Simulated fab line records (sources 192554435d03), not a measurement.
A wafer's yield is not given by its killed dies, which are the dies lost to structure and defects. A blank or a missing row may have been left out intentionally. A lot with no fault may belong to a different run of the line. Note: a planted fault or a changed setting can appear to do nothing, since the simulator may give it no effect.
A single fault, viewed from 2 desks + flow n5 finfet + only its own numbers are on each desk; what lay behind them is given at the end

## FROM THE METROLOGY DESK
What the gauges read for every lot (on any tool): the sampled wafers with a number, averaged. A lot is out of limits, marked OUT, if its mean lies more than 4 standard deviations from the usual mean; the brackets give that distance.
Columns: A = MIM_BOT_OVL at N5_MIM_BOT_LITHO_OVL_MEAS_11, usual 2 nm
| lot  | first seen here | A  |
|------|-----------------|----|
| L661 | day 10 23:53    | 5  |
| L662 | day 11 08:54    | 0  |
| L664 | day 11 11:20    | 6  |
| L669 | day 12 05:16    | 2  |
| L670 | day 12 21:19    | -7 |
| L675 | day 16 06:49    | -1 |
| L682 | day 16 23:34    | -5 |
| L681 | day 17 01:57    | 3  |
| L677 | day 17 03:13    | 7  |
| L676 | day 18 01:34    | 7  |
| L678 | day 18 03:52    | 1  |
Finding of this desk: none of the 11 lots has anything out of limits.

## AT THE TOOL OWNER'S DESK: ald metal-03
The tool's own readings at N5_BEOL_M8_ALD_77 (deposits TaN, target thk 2 nm, pulse time 2 s, purge time 3 s): means of the sampled wafers that have a number, for each lot that ran on this tool. A lot is out of limits, marked OUT, if its mean lies more than 4 standard deviations from the usual mean; the brackets give that distance.
Columns: A = heater power w at N5_BEOL_M8_ALD_77, usual 417 W; B = susceptor temp C at N5_BEOL_M8_ALD_77, usual 275.02 C
| lot  | first seen here | A   | B      |
|------|-----------------|-----|--------|
| L664 | day 9 22:52     | 394 | 274.90 |
| L669 | day 10 11:19    | 445 | 275.00 |
| L681 | day 14 12:49    | 434 | 274.98 |
| L677 | day 14 17:28    | 415 | 275.20 |
| L676 | day 15 02:55    | 419 | 275.18 |
| L678 | day 15 12:34    | 441 | 274.93 |
Finding of this desk: none of the 6 lots has anything out of limits.

## TAKEN TOGETHER
The metrology desk saw nothing out of limits.
The tool owner's desk saw nothing out of limits.

## WHAT HAD BEEN PUT IN BY THE SIMULATOR
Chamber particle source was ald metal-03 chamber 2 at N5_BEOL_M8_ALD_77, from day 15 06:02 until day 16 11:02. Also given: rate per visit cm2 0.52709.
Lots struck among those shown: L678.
